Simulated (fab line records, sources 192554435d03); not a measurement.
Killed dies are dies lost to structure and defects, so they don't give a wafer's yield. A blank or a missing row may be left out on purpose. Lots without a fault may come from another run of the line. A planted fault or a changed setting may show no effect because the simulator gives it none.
fab line records | flow n5_finfet | part 1 of 2: steps 1 to 3 of 6
record lots=22 wafers=66 last_day=17
route steps=1938 shown MOL_CONTACT_COAG@607 BEOL_M0_SAQP@634
lots that met no fault: from a run of the same line without faults
start_h: hours from the record's first day to the start of the lot's first wafer shown | wait_h: hours since the lot's step before | " the same as in the row above | L1.1+2: a row that stands for several wafers | - no value, or no start given | * or withheld: withheld | < > ~ a bound
route shown NAME@n: a module of which the file shows steps, and the number in the route of the first | usual: mean/standard deviation of fault-free wafers | same: alike in all rows | chamber/n: place in a boat | sites: the reading at each site | _std_site: their standard deviation | _edge_site: outer sites' mean less inner sites' | radius_mm: how far each site lies from the wafer's centre | mask NAME#n: copy n | behind: the tool/chamber that last shaped the wafer | hold: why the lot was held/for how many hours/how that ended | device: the transistor (n, p or np) that didn't switch | end of line: the same wafers' tests at the end of the route | a step without rows: its recipe alone | killed: dies lost to structure and defects at the first sort, not the wafer's yield | map: a wafer's dies, x killed, . not, _ none there
set.NAME: the setting as run; set.NAME@STEP: as run at that earlier step | model.NAME: the simulator's own value behind a step, which no gauge read
steps of the route over a sample of lots; a table a step, a row a wafer
services: from which hour (start_h, from the record's first day; less than 0 if before it) a tool's chamber was out of use, for how many hours, and why
## steps
# step N5_MOL_CONTACT_COAG_ETCH_66
# recipe chemistry=CF4 target=SiARC target_depth_a=130 mask_material=CAR-EUV time_s=21.7 ion_energy_ev=80 pressure_mtorr=40 source_w=545 bias_w=36 Ar_flow_sccm=100 cf4_flow_sccm=100 ends=cleared
# usual bias_w=36.00/0.12 cf4_flow_sccm=99.98/0.3 drypump_motor_current_A=5.6/0.49 etch_rf_on_time_s=21.5/0.39 oes_product_au=0.69/0.074 rf_vpp_V=184.3/1.1 showerhead_plenum_p_Torr=2.15/0.052 throttle_valve_pct=15.53/0.23
# columns lot.wafer tool chamber start_h wait_h bias_w cf4_flow_sccm drypump_motor_current_A etch_rf_on_time_s oes_product_au rf_hours_counter_h rf_vpp_V showerhead_plenum_p_Torr throttle_valve_pct
L075.1 rie_diel-02 2 103.49 0.0 36.01 99.76 4.9 21.5 0.70 77 184.2 2.16 15.67
L075.4 " 0 " " 35.97 99.86 5.0 22.4 0.58 - 181.8 2.04 15.90
L075.5 " 2 " " 36.00 99.43 4.9 21.5 0.70 - 185.3 2.16 15.69
L074.1 rie_diel-06 2 104.28 0.0 36.25 100.08 6.1 21.8 0.77 14 184.3 2.10 15.39
L074.3 " 1 " " 36.12 100.10 5.3 22.1 0.58 249 184.0 2.19 15.98
L074.6 " 2 " " 36.31 99.67 6.1 21.8 0.77 - 182.8 2.10 15.41
L076.2 rie_diel-06 3 109.66 0.0 36.13 100.40 5.0 21.8 0.63 198 184.5 2.13 15.77
L076.3 " 0 " " 36.03 100.56 5.8 21.7 0.62 179 183.6 2.13 15.60
L076.6 " 2 " " 36.03 100.52 6.1 22.2 0.76 - 183.8 2.10 15.41
L078.1 rie_diel-04 2 127.51 0.0 35.93 99.65 5.1 20.8 0.80 25 184.5 2.19 15.27
L078.3 " 1 " " 35.92 99.25 5.5 21.9 0.62 182 183.8 2.12 15.68
L078.5 " 3 " " 36.11 100.25 5.5 21.6 0.69 - 184.6 2.16 15.55
L079.1 rie_diel-04 0 133.49 0.0 36.04 100.00 6.3 21.3 0.75 40 185.1 2.18 15.11
L079.5 " 1 " " 36.15 100.19 5.5 21.4 0.63 - 182.7 2.12 15.70
L079.6 " 0 " " 36.07 99.79 6.2 21.3 0.74 - 184.3 2.18 15.11
L080.1 rie_diel-02 0 137.41 0.0 36.04 99.57 5.0 22.1 0.57 241 182.5 2.03 15.92
L080.4 " 3 " " 36.23 99.98 5.9 21.3 0.79 28 185.8 2.27 15.30
L080.6 " 0 " " 36.10 99.74 5.0 22.1 0.57 - 181.7 2.03 15.92
L081.4 rie_diel-04 3 140.07 0.0 35.92 100.04 5.5 21.5 0.69 98 185.2 2.16 15.55
L081.5 " 0 " " 36.00 100.29 6.3 21.5 0.74 - 182.0 2.18 15.10
L081.6 " 1 " " 35.99 99.48 5.5 21.7 0.62 - 184.5 2.12 15.69
L082.2 rie_diel-02 0 147.34 0.0 35.90 100.42 5.0 22.4 0.57 245 183.1 2.03 15.94
L082.3 " 1 " " 35.98 99.74 6.7 21.5 0.83 13 184.7 2.09 15.31
L082.6 " 3 " " 36.03 100.41 5.9 21.6 0.77 - 184.9 2.27 15.30
L083.1 rie_diel-04 2 157.71 0.0 35.93 99.92 5.2 20.9 0.79 36 184.8 2.18 15.29
L083.2 " 3 " " 36.17 100.05 5.5 21.6 0.68 105 186.4 2.16 15.57
L083.4 " 1 " " 36.04 100.28 5.5 22.0 0.62 192 183.5 2.12 15.69
L084.1 rie_diel-06 0 161.38 0.0 36.03 100.01 5.8 21.4 0.61 198 185.5 2.12 15.62
L084.2 " 1 " " 36.01 100.27 5.3 22.2 0.78 11 184.3 2.19 15.51
L084.3 " 3 " " 35.92 100.16 5.0 21.9 0.61 217 184.1 2.12 15.82
L085.2 rie_diel-06 2 171.99 0.0 35.93 99.84 6.1 21.9 0.73 39 184.6 2.09 15.47
L085.3 " 1 " " 35.90 100.12 5.3 21.9 0.77 15 185.6 2.18 15.52
L085.4 " 3 " " 35.99 100.07 5.0 22.0 0.61 222 184.3 2.12 15.83
L086.2 rie_diel-02 1 176.50 0.0 36.15 99.58 6.7 21.3 0.79 26 182.2 2.09 15.34
L086.3 " 0 " " 36.08 99.95 5.0 21.5 0.84 0 184.7 2.28 15.43
L086.5 " 0 " " 36.17 99.98 5.0 21.6 0.84 - 185.9 2.28 15.44
L087.2 rie_diel-04 3 179.22 0.0 35.91 100.34 5.5 21.3 0.67 112 185.6 2.16 15.58
L087.3 " 0 " " 35.83 99.85 6.2 21.4 0.72 55 184.8 2.18 15.13
L087.6 " 0 " " 35.66 99.50 6.2 21.4 0.72 - 184.6 2.18 15.12
L089.3 rie_diel-04 2 189.15 0.0 35.92 100.72 5.2 20.8 0.77 46 185.1 2.18 15.32
L089.5 " 3 " " 35.82 99.60 5.5 21.4 0.68 - 184.0 2.15 15.60
L089.6 " 0 " " 35.85 99.45 6.2 21.4 0.71 - 184.6 2.18 15.14
L090.2 rie_diel-04 3 197.06 0.0 36.01 100.01 5.5 21.4 0.68 117 183.9 2.15 15.60
L090.5 " 1 " " 35.90 100.30 5.5 21.7 0.61 - 183.5 2.11 15.73
L090.6 " 2 " " 35.84 99.98 5.1 20.9 0.76 - 185.8 2.18 15.32
L091.2 rie_diel-06 0 204.84 0.0 35.84 100.18 5.8 21.2 0.61 214 183.9 2.12 15.65
L091.5 " 0 " " 35.81 100.24 5.8 21.1 0.61 - 184.2 2.12 15.63
L091.6 " 1 " " 35.92 100.24 5.3 21.8 0.76 - 184.5 2.18 15.54
L092.1 rie_diel-04 3 213.11 0.0 36.05 99.52 5.5 21.4 0.67 124 185.3 2.15 15.62
L092.4 " 1 " " 36.10 100.24 5.5 21.7 0.60 210 184.4 2.11 15.73
L092.6 " 1 " " 36.06 99.81 5.5 21.7 0.61 - 184.6 2.11 15.73
L093.3 rie_diel-06 0 224.77 0.0 35.89 99.54 5.8 21.3 0.61 222 182.4 2.12 15.68
L093.4 " 0 " " 35.71 99.77 5.8 21.3 0.61 - 183.8 2.12 15.66
L093.6 " 3 " " 36.05 100.06 5.0 21.8 0.61 - 184.5 2.11 15.86
L094.1 rie_diel-04 2 226.57 0.0 36.03 100.03 5.2 21.1 0.75 59 184.6 2.17 15.35
L094.2 " 1 " " 36.18 100.12 5.5 21.9 0.60 215 182.7 2.11 15.73
L094.6 " 3 " " 36.26 99.76 5.5 21.6 0.66 - 184.7 2.15 15.63
L095.1 rie_diel-06 3 228.21 0.0 36.11 99.76 5.0 22.0 0.59 245 184.4 2.11 15.85
L095.2 " 0 " " 36.02 100.07 5.8 21.1 0.60 224 183.9 2.12 15.67
L095.4 " 1 " " 36.04 99.84 5.3 21.8 0.75 27 184.2 2.18 15.53
L096.2 rie_diel-04 3 237.42 0.0 35.98 100.19 5.5 21.2 0.66 133 183.9 2.15 15.64
L096.4 " 1 " " 35.86 100.06 5.5 21.7 0.60 221 183.6 2.11 15.77
L096.5 " 2 " " 36.01 99.83 5.1 20.7 0.75 - 184.0 2.17 15.34
L097.1 rie_diel-04 1 240.87 0.0 36.07 99.81 5.5 21.6 0.60 222 184.2 2.11 15.76
L097.2 " 2 " " 36.02 99.88 5.1 20.7 0.75 65 184.9 2.17 15.34
L097.5 " 2 " " 36.07 99.98 5.1 20.7 0.75 - 184.3 2.17 15.34
# step N5_MOL_CONTACT_COAG_ETCHBACK_134
# recipe chemistry=CHF3 target=SiO2 target_depth_a=100 time_s=6.7 ion_energy_ev=200 pressure_mtorr=30 source_w=610 bias_w=170 Ar_flow_sccm=200 CHF3_flow_sccm=50
# usual bias_w=170.0/0.51 drypump_motor_current_A=5.6/0.55 oes_product_au=0.82/0.091 rf_vpp_V=522/5.4 showerhead_plenum_p_Torr=2.39/0.069 throttle_valve_pct=18.66/0.2
# columns lot.wafer tool chamber start_h wait_h bias_w drypump_motor_current_A oes_product_au rf_hours_counter_h rf_vpp_V showerhead_plenum_p_Torr throttle_valve_pct
L075.1 rie_diel-02 0 103.75 0.1 169.6 5.0 0.67 229 516 2.27 19.02
L075.4 " 0 " " 170.0 5.0 0.68 - 515 2.27 19.01
L075.5 " 3 " " 169.1 5.9 0.94 - 532 2.53 18.40
L074.1 rie_diel-02 2 104.63 0.2 170.0 5.0 0.82 78 521 2.40 18.78
L074.3 " 3 " " 169.4 5.9 0.95 16 531 2.52 18.39
L074.6 " 0 " " 170.8 5.0 0.68 - 515 2.27 19.02
L076.2 rie_diel-02 0 109.94 0.1 170.2 5.0 0.67 232 517 2.26 19.01
L076.3 " 1 " " 169.8 6.7 1.02 0 515 2.33 18.43
L076.6 " 0 " " 170.8 5.0 0.67 - 516 2.26 19.02
L078.1 rie_diel-02 0 127.96 0.3 170.1 5.0 0.66 238 514 2.26 19.01
L078.3 " 1 " " 170.1 6.7 0.98 7 515 2.33 18.47
L078.5 " 1 " " 170.1 6.7 0.97 - 514 2.33 18.46
L079.1 rie_diel-04 0 133.89 0.2 169.9 6.2 0.87 40 531 2.43 18.25
L079.5 " 3 " " 170.3 5.5 0.82 - 530 2.41 18.74
L079.6 " 0 " " 168.9 6.3 0.87 - 532 2.43 18.23
L080.1 rie_diel-06 2 138.01 0.1 169.4 6.1 0.87 28 523 2.34 18.63
L080.4 " 0 " " 170.0 5.8 0.72 190 522 2.37 18.71
L080.6 " 3 " " 169.7 5.0 0.73 - 517 2.35 18.84
L081.4 rie_diel-04 0 140.41 0.1 169.8 6.3 0.85 42 531 2.43 18.24
L081.5 " 2 " " 170.8 5.1 0.93 - 523 2.43 18.44
L081.6 " 3 " " 170.2 5.5 0.79 - 531 2.41 18.73
L082.2 rie_diel-06 1 149.93 0.1 169.7 5.3 0.93 7 525 2.43 18.65
L082.3 " 2 " " 170.5 6.1 0.87 31 522 2.34 18.62
L082.6 " 2 " " 169.9 6.1 0.87 - 523 2.34 18.64
L083.1 rie_diel-04 2 158.53 0.1 169.5 5.2 0.92 36 523 2.43 18.44
L083.2 " 1 " " 170.0 5.4 0.72 192 520 2.36 18.82
L083.4 " 3 " " 170.7 5.5 0.79 106 531 2.41 18.74
L084.1 rie_diel-02 0 161.82 0.1 170.8 5.0 0.66 250 514 2.26 19.04
L084.2 " 3 " " 170.8 5.9 0.89 36 530 2.52 18.43
L084.3 " 1 " " 169.9 6.7 0.94 19 515 2.33 18.48
L085.2 rie_diel-02 1 172.60 0.1 168.9 6.7 0.94 24 514 2.32 18.50
L085.3 " 3 " " 170.5 5.9 0.89 41 531 2.51 18.43
L085.4 " 2 " " 170.0 4.9 0.79 - 519 2.39 18.84
L086.2 rie_diel-06 3 176.77 0.1 169.9 5.0 0.72 223 518 2.35 18.87
L086.3 " 2 " " 169.1 6.1 0.85 41 524 2.33 18.66
L086.5 " 3 " " 169.9 5.0 0.71 - 518 2.35 18.89
L087.2 rie_diel-06 2 179.56 0.2 169.4 6.1 0.86 42 523 2.33 18.65
L087.3 " 3 " " 170.1 5.0 0.71 224 518 2.35 18.89
L087.6 " 3 " " 169.4 5.0 0.72 - 517 2.35 18.89
L089.3 rie_diel-04 1 189.41 0.1 169.7 5.5 0.71 202 518 2.35 18.81
L089.5 " 2 " " 169.9 5.1 0.91 - 524 2.42 18.45
L089.6 " 1 " " 169.7 5.5 0.71 - 521 2.35 18.82
L090.2 rie_diel-06 2 197.32 0.1 170.1 6.1 0.85 48 523 2.33 18.68
L090.5 " 3 " " 170.7 5.0 0.70 - 517 2.35 18.88
L090.6 " 0 " " 171.0 5.8 0.71 - 523 2.36 18.75
L091.2 rie_diel-02 0 205.43 0.1 169.9 5.0 0.93 10 523 2.54 18.63
L091.5 " 0 " " 170.0 5.0 0.93 - 523 2.54 18.63
L091.6 " 1 " " 170.5 6.7 0.91 - 515 2.32 18.50
L092.1 rie_diel-02 2 213.46 0.1 170.8 4.9 0.78 119 519 2.38 18.86
L092.4 " 1 " " 170.8 6.7 0.90 39 515 2.32 18.51
L092.6 " 3 " " 170.4 5.9 0.88 - 529 2.51 18.46
L093.3 rie_diel-06 1 225.43 0.4 169.7 5.3 0.88 25 524 2.43 18.69
L093.4 " 2 " " 171.1 6.1 0.83 61 521 2.32 18.68
L093.6 " 2 " " 170.3 6.1 0.82 - 524 2.32 18.68
L094.1 rie_diel-06 2 226.85 0.1 170.2 6.1 0.83 61 523 2.32 18.68
L094.2 " 3 " " 169.6 5.0 0.70 244 516 2.34 18.92
L094.6 " 0 " " 170.2 5.8 0.69 - 521 2.36 18.77
L095.1 rie_diel-04 2 229.13 0.4 170.1 5.1 0.88 59 523 2.42 18.48
L095.2 " 0 " " 169.3 6.3 0.81 73 531 2.42 18.29
L095.4 " 1 " " 169.9 5.5 0.69 217 519 2.35 18.85
L096.2 rie_diel-04 3 237.76 0.1 169.1 5.5 0.77 133 531 2.39 18.79
L096.4 " 0 " " 170.8 6.3 0.81 77 531 2.42 18.30
L096.5 " 2 " " 169.5 5.2 0.88 - 523 2.42 18.50
L097.1 rie_diel-06 1 241.25 0.2 169.4 5.3 0.87 32 522 2.42 18.71
L097.2 " 2 " " 170.4 6.1 0.82 68 523 2.32 18.69
L097.5 " 2 " " 170.3 6.1 0.82 - 521 2.32 18.71
# step N5_MOL_CONTACT_COAG_VIA_ETCH_117
# recipe chemistry=C4F6/O2 target_depth_a=400 overetch_a=80 mask_material=SOC target=SiO2 bias_w=455 pressure_mtorr=10 time_s=26 source_w=325 Ar_flow_sccm=300 C4F6_flow_sccm=10 O2_flow_sccm=10 ion_energy_ev=575.3 ends=end_point
# usual bias_w=455.2/1.3 drypump_motor_current_A=5.6/0.54 oes_product_au=0.73/0.075 rf_vpp_V=1582/15 showerhead_plenum_p_Torr=2.85/0.081 throttle_valve_pct=40.99/0.22
# columns lot.wafer tool chamber start_h wait_h bias_w drypump_motor_current_A oes_product_au rf_hours_counter_h rf_vpp_V showerhead_plenum_p_Torr throttle_valve_pct
L075.1 rie_diel-02 0 103.91 0.0 455.3 5.0 0.62 229 1563 2.70 41.35
L075.4 " 0 " " 454.1 5.0 0.61 - 1562 2.70 41.35
L075.5 " 3 " " 455.2 5.9 0.84 - 1605 3.01 40.67
L074.1 rie_diel-02 2 104.78 0.0 454.2 4.9 0.73 78 1574 2.86 41.13
L074.3 " 3 " " 454.2 5.9 0.83 16 1607 3.01 40.68
L074.6 " 0 " " 456.4 5.0 0.62 - 1564 2.70 41.35
L076.2 rie_diel-02 0 110.09 0.0 455.6 5.0 0.61 232 1563 2.70 41.32
L076.3 " 1 " " 455.9 6.7 0.91 0 1562 2.78 40.68
L076.6 " 0 " " 457.0 5.0 0.62 - 1561 2.70 41.34
L078.1 rie_diel-02 0 128.12 0.0 456.3 5.0 0.61 238 1563 2.70 41.36
L078.3 " 1 " " 456.0 6.7 0.87 7 1560 2.78 40.65
L078.5 " 1 " " 455.8 6.7 0.86 - 1559 2.78 40.68
L079.1 rie_diel-04 0 134.05 0.0 453.3 6.2 0.77 40 1608 2.90 40.65
L079.5 " 3 " " 455.3 5.5 0.72 - 1603 2.87 41.17
L079.6 " 0 " " 453.6 6.3 0.76 - 1608 2.90 40.65
L080.1 rie_diel-06 2 138.17 0.0 456.0 6.1 0.78 28 1583 2.79 41.03
L080.4 " 0 " " 455.1 5.8 0.64 190 1580 2.82 40.78
L080.6 " 3 " " 456.7 5.0 0.66 - 1570 2.81 41.07
L081.4 rie_diel-04 0 140.57 0.0 454.5 6.2 0.76 42 1608 2.90 40.65
L081.5 " 2 " " 456.6 5.1 0.80 - 1586 2.90 41.03
L081.6 " 3 " " 451.1 5.5 0.72 - 1603 2.87 41.15
L082.2 rie_diel-06 1 150.09 0.0 457.8 5.3 0.83 7 1589 2.90 41.06
L082.3 " 2 " " 455.3 6.0 0.79 31 1583 2.79 41.04
L082.6 " 2 " " 453.4 6.1 0.78 - 1583 2.79 41.03
L083.1 rie_diel-04 2 158.69 0.0 456.2 5.1 0.80 36 1587 2.90 41.03
L083.2 " 1 " " 457.0 5.5 0.65 192 1571 2.81 41.28
L083.4 " 3 " " 456.7 5.5 0.71 106 1604 2.87 41.18
L084.1 rie_diel-02 0 161.98 0.0 453.4 5.0 0.60 250 1561 2.69 41.37
L084.2 " 3 " " 455.2 5.9 0.80 36 1605 3.00 40.69
L084.3 " 1 " " 454.6 6.7 0.83 19 1561 2.77 40.70
L085.2 rie_diel-02 1 172.76 0.0 453.4 6.7 0.82 24 1559 2.77 40.70
L085.3 " 3 " " 454.0 5.9 0.78 41 1606 3.00 40.67
L085.4 " 2 " " 453.5 4.9 0.71 - 1573 2.85 41.16
L086.2 rie_diel-06 3 176.93 0.0 455.4 5.0 0.65 224 1570 2.81 41.06
L086.3 " 2 " " 453.6 6.1 0.76 41 1583 2.78 41.04
L086.5 " 3 " " 455.2 5.0 0.65 - 1570 2.81 41.08
L087.2 rie_diel-06 2 179.72 0.0 453.7 6.1 0.77 42 1583 2.78 41.03
L087.3 " 3 " " 456.4 5.0 0.65 224 1569 2.80 41.07
L087.6 " 3 " " 454.5 4.9 0.65 - 1569 2.80 41.09
L089.3 rie_diel-04 1 189.57 0.0 456.1 5.5 0.65 202 1571 2.81 41.29
L089.5 " 2 " " 455.5 5.1 0.78 - 1585 2.89 41.05
L089.6 " 1 " " 455.0 5.5 0.64 - 1571 2.81 41.29
L090.2 rie_diel-06 2 197.48 0.0 453.9 6.1 0.75 48 1583 2.78 41.04
L090.5 " 3 " " 455.8 5.0 0.64 - 1570 2.80 41.09
L090.6 " 0 " " 455.1 5.8 0.63 - 1577 2.81 40.81
L091.2 rie_diel-02 0 205.59 0.0 457.1 5.0 0.82 10 1588 3.03 41.01
L091.5 " 0 " " 456.0 5.0 0.83 - 1588 3.03 41.01
L091.6 " 1 " " 456.0 6.7 0.80 - 1560 2.77 40.71
L092.1 rie_diel-02 2 213.62 0.0 455.3 5.0 0.69 119 1573 2.84 41.14
L092.4 " 1 " " 454.3 6.7 0.80 39 1560 2.77 40.71
L092.6 " 3 " " 455.0 5.9 0.76 - 1605 2.99 40.70
L093.3 rie_diel-06 1 225.58 0.0 454.9 5.3 0.79 25 1587 2.89 41.04
L093.4 " 2 " " 455.6 6.1 0.74 61 1581 2.77 41.05
L093.6 " 2 " " 455.8 6.1 0.74 - 1584 2.77 41.06
L094.1 rie_diel-06 2 227.00 0.0 452.8 6.1 0.75 61 1581 2.77 41.06
L094.2 " 3 " " 454.6 5.0 0.64 244 1568 2.80 41.11
L094.6 " 0 " " 454.1 5.8 0.63 - 1578 2.81 40.81
L095.1 rie_diel-04 2 229.29 0.0 455.8 5.2 0.76 60 1584 2.89 41.06
L095.2 " 0 " " 455.1 6.3 0.72 73 1606 2.89 40.68
L095.4 " 1 " " 453.4 5.5 0.63 217 1570 2.80 41.31
L096.2 rie_diel-04 3 237.92 0.0 455.8 5.5 0.69 133 1602 2.86 41.20
L096.4 " 0 " " 453.8 6.3 0.72 77 1607 2.89 40.68
L096.5 " 2 " " 454.5 5.1 0.77 - 1586 2.88 41.05
L097.1 rie_diel-06 1 241.41 0.0 455.2 5.3 0.78 33 1587 2.89 41.07
L097.2 " 2 " " 454.8 6.1 0.73 68 1583 2.77 41.06
L097.5 " 2 " " 455.2 6.1 0.74 - 1582 2.77 41.07
